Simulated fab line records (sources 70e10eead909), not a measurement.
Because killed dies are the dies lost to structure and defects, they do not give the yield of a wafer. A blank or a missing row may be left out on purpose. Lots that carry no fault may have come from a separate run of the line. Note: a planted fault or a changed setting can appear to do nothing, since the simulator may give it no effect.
Chamber matching :: flow nandHarc :: 4 sister chambers for NHARC_A_CHANNEL_FILL_D1_ETCHBACK_08 on rieDiel-10
The step etches the open film in C4F8, target depth 220 nm, time 110 s. 8 wafers are shown with their chamber, then 7 later ones without.

WAFERS, EACH WITH ITS CHAMBER
wafer: L387.4
chamber: 3
rfVppV (V): 441.0
oesProductAu (a.u.): 0.92

wafer: L387.5
chamber: 3
rfVppV (V): 441.5
oesProductAu (a.u.): 0.92

wafer: L390.4
chamber: 0
rfVppV (V): 441.9
oesProductAu (a.u.): 0.93

wafer: L391.2
chamber: 0
rfVppV (V): 441.3
oesProductAu (a.u.): 0.92

wafer: L391.3
chamber: 1
rfVppV (V): 442.5
oesProductAu (a.u.): 0.92

wafer: L391.4
chamber: 2
rfVppV (V): 440.3
oesProductAu (a.u.): 0.92

wafer: L400.3
chamber: 1
rfVppV (V): 442.8
oesProductAu (a.u.): 0.92

wafer: L400.4
chamber: 2
rfVppV (V): 439.6
oesProductAu (a.u.): 0.92

WAFERS WITHOUT THEIR CHAMBER
wafer: L400.5
rfVppV (V): 441.6
oesProductAu (a.u.): 0.93

wafer: L405.1
rfVppV (V): 441.7
oesProductAu (a.u.): 0.92

wafer: L405.3
rfVppV (V): 439.1
oesProductAu (a.u.): 0.91

wafer: L405.4
rfVppV (V): 441.3
oesProductAu (a.u.): 0.93

wafer: L406.1
rfVppV (V): 441.4
oesProductAu (a.u.): 0.94

wafer: L406.3
rfVppV (V): 442.8
oesProductAu (a.u.): 0.92

wafer: L406.4
rfVppV (V): 440.0
oesProductAu (a.u.): 0.93

EACH ONE'S CHAMBER
wafer: L400.5
from the rows above: can't be placed: 0 or 3
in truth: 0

wafer: L405.1
from the rows above: can't be placed: 3 or 0 or 1
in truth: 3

wafer: L405.3
from the rows above: 2
in truth: 2

wafer: L405.4
from the rows above: can't be placed: 0 or 3
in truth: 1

wafer: L406.1
from the rows above: can't be placed: 0 or 3
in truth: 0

wafer: L406.3
from the rows above: 1
in truth: 1

wafer: L406.4
from the rows above: can't be placed: 2 or 3 or 0
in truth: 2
Correctly placed: 2 of 7. Cannot be placed on the basis of these rows: 5; the candidates contain the true chamber in 4. Wrongly placed: 0.
How it was worked out, from the rows above alone: a wafer's distance from a chamber is the root of the sum, over the readings, of the square of ((its reading less the chamber's mean) divided by the reading's scatter). If the next closest chamber is less than 2 further off than the closest, the wafer can't be placed; otherwise it belongs to the closest. A chamber's mean is the mean of its shown wafers. How the scatter is found: for the shown wafers, subtract from each reading the mean of its chamber, square and add these, divide the total by (wafers less chambers), then take the root.
